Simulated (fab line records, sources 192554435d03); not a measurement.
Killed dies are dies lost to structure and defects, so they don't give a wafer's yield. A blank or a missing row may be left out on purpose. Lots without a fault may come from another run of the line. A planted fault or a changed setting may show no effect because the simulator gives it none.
Which tool did it? | flow n5_finfet | 24 lots, 72 wafers sampled, at 6 steps of a route of 1938

WHAT THE GAUGES READ, wafer by wafer
N5_BEOL_M14_CD_MEAS_17: target cd 250 nm. Usual: cd_nm 251.1 nm, standard deviation 1.7.
lot  | measured     | on        | cd_nm (nm)        | flag
L075 | day 11 14:50 | cd_sem-02 | 249.7 249.8 248.2 |
L077 | day 11 15:34 | cd_sem-01 | 250.2 252.9 251.6 |
L074 | day 11 15:49 | cd_sem-02 | 249.3 249.1 251.0 |
L076 | day 11 22:43 | cd_sem-03 | 249.5 250.5 249.6 |
L078 | day 12 02:00 | cd_sem-01 | 250.1 252.3 254.6 |
L081 | day 12 07:00 | cd_sem-01 | 251.7 249.9 251.6 |
L080 | day 12 10:10 | cd_sem-01 | 251.5 251.5 247.8 |
L079 | day 12 16:06 | cd_sem-03 | 249.8 247.8 248.4 |
L082 | day 12 19:16 | cd_sem-01 | 250.5 251.2 249.9 |
L083 | day 13 07:08 | cd_sem-03 | 254.5 251.1 253.7 |
L085 | day 13 19:40 | cd_sem-02 | 252.8 250.2 254.2 |
L084 | day 13 22:51 | cd_sem-03 | 253.1 252.1 253.0 |
L086 | day 13 23:06 | cd_sem-03 | 251.6 253.2 251.5 |
L088 | day 14 03:09 | cd_sem-03 | 251.2 252.4 251.6 |
L087 | day 14 10:08 | cd_sem-03 | 248.6 250.4 250.7 |
L089 | day 14 16:56 | cd_sem-01 | 252.8 251.5 249.6 |
L090 | day 15 01:57 | cd_sem-03 | 249.7 250.1 250.7 |
L091 | day 15 02:33 | cd_sem-01 | 247.4 251.9 251.1 |
L092 | day 15 11:38 | cd_sem-03 | 251.5 251.5 251.1 |
L093 | day 15 19:43 | cd_sem-01 | 249.9 251.2 250.3 |
L094 | day 16 04:45 | cd_sem-01 | 248.9 250.0 249.3 |
L095 | day 16 19:13 | cd_sem-02 | 253.0 253.8 253.0 |
L096 | day 16 19:53 | cd_sem-01 | 250.1 252.1 252.2 |
L097 | day 17 00:11 | cd_sem-01 | 253.1 252.7 252.6 |

N5_BEOL_M14_INSPECT_30: inspects for defects (macro). Usual: raw_defect_count 2.0, standard deviation 1.5.
lot  | measured     | on                | raw_defect_count | flag
L075 | day 11 15:13 | defect_inspect-02 | 0 2 2            |
L077 | day 11 15:57 | defect_inspect-01 | 0 0 4            |
L074 | day 11 16:19 | defect_inspect-02 | 1 3 0            |
L076 | day 11 23:05 | defect_inspect-02 | 0 1 1            |
L078 | day 12 02:23 | defect_inspect-01 | 0 3 1            |
L081 | day 12 07:23 | defect_inspect-01 | 4 5 5            |
L080 | day 12 10:33 | defect_inspect-02 | 4 1 1            |
L079 | day 12 16:36 | defect_inspect-02 | 2 2 0            |
L082 | day 12 19:47 | defect_inspect-01 | 1 2 1            |
L083 | day 13 07:31 | defect_inspect-02 | 2 0 3            |
L085 | day 13 20:10 | defect_inspect-02 | 1 1 1            |
L084 | day 13 23:14 | defect_inspect-01 | 1 2 1            |
L086 | day 13 23:36 | defect_inspect-02 | 3 1 1            |
L088 | day 14 03:32 | defect_inspect-02 | 1 0 1            |
L087 | day 14 10:31 | defect_inspect-02 | 3 2 1            |
L089 | day 14 17:26 | defect_inspect-01 | 3 2 7            |
L090 | day 15 02:21 | defect_inspect-02 | 4 3 1            |
L091 | day 15 03:04 | defect_inspect-02 | 4 2 1            |
L092 | day 15 12:09 | defect_inspect-01 | 4 4 4            |
L093 | day 15 20:06 | defect_inspect-02 | 0 3 1            |
L094 | day 16 05:16 | defect_inspect-01 | 3 0 1            |
L095 | day 16 19:44 | defect_inspect-01 | 1 2 1            |
L096 | day 16 20:23 | defect_inspect-02 | 2 3 2            |
L097 | day 17 00:42 | defect_inspect-02 | 1 1 3            |

N5_BEOL_M14_INSPECT_55: inspects for defects (darkfield). Usual: raw_defect_count 73, standard deviation 25.
lot  | measured     | on                | raw_defect_count | flag
L075 | day 11 19:14 | defect_inspect-02 | 52 66 73         |
L077 | day 11 22:07 | defect_inspect-02 | 69 86 85         |
L074 | day 12 00:01 | defect_inspect-02 | 54 54 82         |
L076 | day 12 01:43 | defect_inspect-01 | 63 80 80         |
L078 | day 12 05:29 | defect_inspect-01 | 92 83 94         |
L081 | day 12 14:22 | defect_inspect-02 | 105 69 98        |
L080 | day 12 17:51 | defect_inspect-01 | 118 64 77        |
L079 | day 12 20:24 | defect_inspect-02 | 40 87 55         |
L082 | day 12 23:52 | defect_inspect-01 | 88 76 135        |
L083 | day 13 11:09 | defect_inspect-02 | 46 67 88         |
L085 | day 14 00:18 | defect_inspect-01 | 99 58 90         |
L084 | day 14 02:52 | defect_inspect-01 | 33 48 109        |
L086 | day 14 03:53 | defect_inspect-01 | 58 67 65         |
L088 | day 14 12:21 | defect_inspect-01 | 50 45 43         |
L087 | day 14 15:07 | defect_inspect-02 | 56 86 42         |
L089 | day 14 21:05 | defect_inspect-01 | 102 76 63        |
L090 | day 15 05:44 | defect_inspect-01 | 45 62 79         |
L091 | day 15 06:20 | defect_inspect-02 | 99 52 94         |
L092 | day 15 15:25 | defect_inspect-02 | 122 89 102       |
L093 | day 16 00:31 | defect_inspect-02 | 131 59 80        |
L094 | day 16 08:17 | defect_inspect-02 | 41 55 53         |
L095 | day 16 23:59 | defect_inspect-01 | 70 58 44         |
L096 | day 17 00:13 | defect_inspect-01 | 105 101 95       |
L097 | day 17 07:40 | defect_inspect-01 | 87 148 117       |

N5_BEOL_M15_CD_MEAS_10: target cd 360 nm. Usual: cd_nm 360.1 nm, standard deviation 1.3.
lot  | measured     | on        | cd_nm (nm)        | flag
L075 | day 11 19:50 | cd_sem-03 | 360.7 361.0 360.2 |
L077 | day 11 22:50 | cd_sem-03 | 357.6 358.6 358.1 |
L074 | day 12 00:44 | cd_sem-01 | 359.8 362.5 359.9 |
L076 | day 12 02:18 | cd_sem-01 | 360.9 361.0 359.1 |
L078 | day 12 06:13 | cd_sem-02 | 359.1 359.0 359.6 |
L081 | day 12 15:04 | cd_sem-03 | 359.3 360.8 361.2 |
L080 | day 12 18:26 | cd_sem-01 | 358.1 358.4 357.7 |
L079 | day 12 21:07 | cd_sem-03 | 360.4 361.3 361.1 |
L082 | day 13 00:35 | cd_sem-02 | 361.9 362.2 360.7 |
L083 | day 13 11:52 | cd_sem-01 | 359.0 358.8 359.8 |
L085 | day 14 00:53 | cd_sem-03 | 359.6 358.4 359.9 |
L084 | day 14 03:35 | cd_sem-01 | 361.6 362.1 363.4 |
L086 | day 14 04:28 | cd_sem-02 | 361.6 361.2 360.0 |
L088 | day 14 13:04 | cd_sem-02 | 359.4 358.3 359.0 |
L087 | day 14 15:50 | cd_sem-01 | 359.2 358.4 359.4 |
L089 | day 14 21:49 | cd_sem-03 | 360.3 360.1 359.6 |
L090 | day 15 06:28 | cd_sem-02 | 362.8 361.7 362.2 |
L091 | day 15 07:02 | cd_sem-01 | 358.7 360.3 359.3 |
L092 | day 15 16:00 | cd_sem-02 | 361.3 360.9 359.2 |
L093 | day 16 01:13 | cd_sem-01 | 360.8 360.5 361.4 |
L094 | day 16 09:00 | cd_sem-02 | 362.0 360.5 360.1 |
L095 | day 17 00:41 | cd_sem-01 | 358.6 360.4 360.3 |
L096 | day 17 00:55 | cd_sem-02 | 361.5 357.7 359.6 |
L097 | day 17 08:16 | cd_sem-02 | 360.4 361.8 360.3 |

WHICH TOOL RAN EACH LOT (tool, then ch and the chambers of the sampled wafers, then the start)
lot  | N5_BEOL_M14_VIA_ETCH_16            | N5_BEOL_M14_PRE_CLEAN_42
L075 | rie_diel-04 ch 0,1,3, day 11 14:29 | pvd_sputter-01, day 11 17:54
L077 | rie_diel-02 ch 0,1, day 11 15:13   | pvd_sputter-03, day 11 20:51
L074 | rie_diel-05 ch 0,2,3, day 11 15:28 | pvd_sputter-03, day 11 22:11
L076 | rie_diel-04 ch 0,1,3, day 11 22:22 | pvd_sputter-02, day 12 00:09
L078 | rie_diel-05 ch 2,3, day 12 01:39   | pvd_sputter-03, day 12 04:02
L081 | rie_diel-02 ch 0,1,2, day 12 06:39 | pvd_sputter-03, day 12 13:07
L080 | rie_diel-05 ch 0,2,3, day 12 09:49 | pvd_sputter-02, day 12 16:33
L079 | rie_diel-05 ch 0,3, day 12 15:45   | pvd_sputter-02, day 12 19:08
L082 | rie_diel-02 ch 1,2,3, day 12 18:55 | pvd_sputter-03, day 12 22:37
L083 | rie_diel-04 ch 1,2,3, day 13 06:47 | pvd_sputter-02, day 13 09:51
L085 | rie_diel-02 ch 1,2,3, day 13 19:18 | pvd_sputter-03, day 13 23:03
L084 | rie_diel-04 ch 0,2, day 13 22:30   | pvd_sputter-03, day 14 01:37
L086 | rie_diel-02 ch 1,2,3, day 13 22:45 | pvd_sputter-01, day 14 02:38
L088 | rie_diel-02 ch 0,1,2, day 14 02:48 | pvd_sputter-01, day 14 11:05
L087 | rie_diel-05 ch 0,1,3, day 14 09:47 | pvd_sputter-02, day 14 13:19
L089 | rie_diel-02 ch 1,3, day 14 16:35   | pvd_sputter-03, day 14 19:25
L090 | rie_diel-04 ch 1,2,3, day 15 01:36 | pvd_sputter-02, day 15 04:28
L091 | rie_diel-04 ch 1,2,3, day 15 02:12 | pvd_sputter-02, day 15 04:47
L092 | rie_diel-02 ch 0,2, day 15 11:16   | pvd_sputter-03, day 15 13:48
L093 | rie_diel-05 ch 2,3, day 15 19:22   | pvd_sputter-01, day 15 23:15
L094 | rie_diel-05 ch 1,2,3, day 16 04:25 | pvd_sputter-01, day 16 07:02
L095 | rie_diel-02 ch 0,2,3, day 16 18:52 | pvd_sputter-01, day 16 22:10
L096 | rie_diel-04 ch 0,2, day 16 19:32   | pvd_sputter-02, day 16 22:11
L097 | rie_diel-02 ch 0,3, day 16 23:50   | pvd_sputter-01, day 17 06:25
- N5_BEOL_M14_VIA_ETCH_16: etches SiO2 in C4F8/O2/Ar, target depth 1231.3 nm.
- N5_BEOL_M14_PRE_CLEAN_42: time 30 s.

WHAT THE TOOLS THEMSELVES READ (means of the sampled wafers that have a number; where no wafer has one, the mark that the record gives instead)
N5_BEOL_M14_VIA_ETCH_16. Usual: C4F8_flow_sccm 16.00 sccm, standard deviation 0.047; drypump_motor_current_A 5.7 A, standard deviation 0.49; oes_product_au 0.73 a.u., standard deviation 0.063; rf_vpp_V 2232 V, standard deviation 21; showerhead_plenum_p_Torr 3.47 Torr, standard deviation 0.13; throttle_valve_pct 30.77 %, standard deviation 0.27.
lot  | tool        | C4F8_flow_sccm (sccm) | drypump_motor_current_A (A) | oes_product_au (a.u.) | rf_vpp_V (V) | showerhead_plenum_p_Torr (Torr) | throttle_valve_pct (%) | flag
L075 | rie_diel-04 | 15.99                 | 5.3                         | 0.69                  | 2211         | 3.34                            | 30.85                  |
L077 | rie_diel-02 | 16.01                 | 6.2                         | 0.70                  | 2229         | 3.40                            | 30.72                  |
L074 | rie_diel-05 | 15.98                 | 5.8                         | 0.74                  | 2233         | 3.43                            | 30.90                  |
L076 | rie_diel-04 | 16.02                 | 5.3                         | 0.69                  | 2211         | 3.34                            | 30.84                  |
L078 | rie_diel-05 | 16.00                 | 5.8                         | 0.78                  | 2227         | 3.36                            | 30.80                  |
L081 | rie_diel-02 | 16.02                 | 6.1                         | 0.74                  | 2241         | 3.51                            | 30.77                  |
L080 | rie_diel-05 | 16.00                 | 5.7                         | 0.74                  | 2233         | 3.43                            | 30.90                  |
L079 | rie_diel-05 | 15.94                 | 5.7                         | 0.69                  | 2238         | 3.49                            | 31.02                  |
L082 | rie_diel-02 | 15.97                 | 5.6                         | 0.70                  | 2234         | 3.45                            | 30.98                  |
L083 | rie_diel-04 | 16.03                 | 5.6                         | 0.73                  | 2218         | 3.41                            | 30.76                  |
L085 | rie_diel-02 | 15.97                 | 5.6                         | 0.69                  | 2233         | 3.45                            | 30.99                  |
L084 | rie_diel-04 | 15.98                 | 5.3                         | 0.82                  | 2239         | 3.58                            | 30.53                  |
L086 | rie_diel-02 | 15.96                 | 5.6                         | 0.69                  | 2233         | 3.45                            | 30.98                  |
L088 | rie_diel-02 | 16.03                 | 6.1                         | 0.73                  | 2240         | 3.50                            | 30.79                  |
L087 | rie_diel-05 | 16.01                 | 5.8                         | 0.70                  | 2227         | 3.44                            | 30.85                  |
L089 | rie_diel-02 | 15.98                 | 5.7                         | 0.64                  | 2219         | 3.33                            | 30.95                  |
L090 | rie_diel-04 | 16.02                 | 5.6                         | 0.70                  | 2217         | 3.40                            | 30.76                  |
L091 | rie_diel-04 | 16.01                 | 5.6                         | 0.71                  | 2217         | 3.40                            | 30.78                  |
L092 | rie_diel-02 | 16.08                 | 6.0                         | 0.76                  | 2255         | 3.61                            | 30.84                  |
L093 | rie_diel-05 | 15.96                 | 5.7                         | 0.73                  | 2223         | 3.33                            | 30.96                  |
L094 | rie_diel-05 | 15.99                 | 5.8                         | 0.72                  | 2221         | 3.37                            | 30.74                  |
L095 | rie_diel-02 | 15.99                 | 5.9                         | 0.72                  | 2253         | 3.56                            | 30.80                  |
L096 | rie_diel-04 | 16.04                 | 5.7                         | 0.75                  | 2232         | 3.50                            | 30.53                  |
L097 | rie_diel-02 | 16.00                 | 5.8                         | 0.71                  | 2254         | 3.51                            | 30.73                  |

N5_BEOL_M14_PRE_CLEAN_42. Usual: heater_power_w 513 W, standard deviation 47.
lot  | tool           | heater_power_w (W) | flag
L075 | pvd_sputter-01 | 532                |
L077 | pvd_sputter-03 | 513                |
L074 | pvd_sputter-03 | 520                |
L076 | pvd_sputter-02 | 527                |
L078 | pvd_sputter-03 | 543                |
L081 | pvd_sputter-03 | 502                |
L080 | pvd_sputter-02 | 496                |
L079 | pvd_sputter-02 | 535                |
L082 | pvd_sputter-03 | 501                |
L083 | pvd_sputter-02 | 540                |
L085 | pvd_sputter-03 | 472                |
L084 | pvd_sputter-03 | 511                |
L086 | pvd_sputter-01 | 517                |
L088 | pvd_sputter-01 | 485                |
L087 | pvd_sputter-02 | 537                |
L089 | pvd_sputter-03 | 516                |
L090 | pvd_sputter-02 | 505                |
L091 | pvd_sputter-02 | 519                |
L092 | pvd_sputter-03 | 514                |
L093 | pvd_sputter-01 | 464                |
L094 | pvd_sputter-01 | 477                |
L095 | pvd_sputter-01 | 512                |
L096 | pvd_sputter-02 | 486                |
L097 | pvd_sputter-01 | 510                |

THE ANSWER, worked out from the rows above alone
Rule: a lot is off if the mean of its wafers that have a number lies more than 3 standard deviations from the usual mean. A lot without any number at a reading at which 4 lots or more have one is off too. The other lots that the step has rows for count as sound. The gauges are gone through in route order, then the tools' own readings, and for those a lot's mean is taken as printed above. The first step at which some lot is off is used, and at that step the reading that is off furthest; a lot without a number counts as furthest.
No lot is off at any reading shown: from this, nothing can be told.

WHAT THE SIMULATOR HAD PUT IN
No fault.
